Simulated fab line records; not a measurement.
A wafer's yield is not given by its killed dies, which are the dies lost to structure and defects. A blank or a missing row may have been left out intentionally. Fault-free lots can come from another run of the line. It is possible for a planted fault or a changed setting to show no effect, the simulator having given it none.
8D (eight disciplines) problem report, filled in by code || flow n5_finfet || the parts of the form that need people (team, actions taken, sign-off) are left out

1. THE PROBLEM
cd_nm at N5_MIM_BOT_LITHO_CD_MEAS_08 reads a mean of 3052.9 nm on 2 wafers of 2 lots; wafers without a fault read 2999.7 nm with a standard deviation of 1.5. Measured from the usual mean, that is +36 standard deviations.
The step: target cd 3000 nm.
First observed at day 17 21:55: wafer L888.1, on cd_sem-01. The record holds 31 wafers of 11 lots with a number at this step. Rule for "out", or "out of limits": more than 4 standard deviations from the usual mean. Any other wafer with a number is counted as sound.

2. WHAT THIS IS AND IS NOT
{"question": "which readings at this step", "is": "cd_nm", "is not": "-"}
{"question": "which lots", "is": "L888, L889", "is not": "L874, L877, L878, L879, L881, L883, L887, L895, L896"}
{"question": "which wafers of those lots", "is": "L888.1, L889.1", "is not": "L888.6, L889.6"}
{"question": "read on which gauges", "is": "cd_sem-01, cd_sem-02", "is not": "cd_sem-03"}
{"question": "when", "is": "from day 17 21:55", "is not": "up to then (22 sound wafers); but 7 sound wafers of L889, L895, L896 came after"}

3. WHAT RULES OUT EACH SUSPECT
Counting: a tool at a process step up to the reading stays a suspect if it ran every lot that is out. Sound lots after the first of them don't rule it out here, since some wafers of a struck lot are sound.
- the gauge at N5_MIM_BOT_LITHO_CD_MEAS_08 is ruled out. 2 gauges (cd_sem-01, cd_sem-02) read the wafers that are out.
- krf_scanner-01 at N5_MIM_BOT_LITHO_EXPOSE_05 (exposes mask MIM BOT): kept. It ran every lot that is out, first L888 (day 17 21:44); its last sound lot up to then is L881 (day 14 19:35).
Left after counting: krf_scanner-01 at N5_MIM_BOT_LITHO_EXPOSE_05.

4. THE CAUSE (what the simulator had put in)
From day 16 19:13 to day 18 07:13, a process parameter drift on krf_scanner-01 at N5_MIM_BOT_LITHO_EXPOSE_05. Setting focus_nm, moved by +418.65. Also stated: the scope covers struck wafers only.
After counting, this tool was the only one left.

5. THE EFFECT CHAIN, in route order
Each row: a reading where the mean over the struck wafers with a number is more than 3 standard deviations away from the usual. Only readings for which the record gives a usual standard deviation are gone through. hours: the time from each lot's start at the first step in this table that gives one to its start at this step, as a median over the lots. sigmas: the change in usual standard deviations.
{"hours": 0, "step": "N5_MIM_BOT_LITHO_CD_MEAS_08", "reading": "cd_nm", "usual": "2999.7 nm", "on struck wafers": 3052.9, "change": "+53.2", "sigmas": "+36"}

6. WHAT WOULD HAVE CAUGHT IT SOONER
In this record the first reading out of limits at a measuring or inspecting step was taken at day 17 21:55, 27 hours after the fault began at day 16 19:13.
L889, from the lots that are out (2), started N5_MIM_BOT_LITHO_EXPOSE_05 on krf_scanner-01 later than day 17 21:55. A hold on the tool at that time would have spared it.
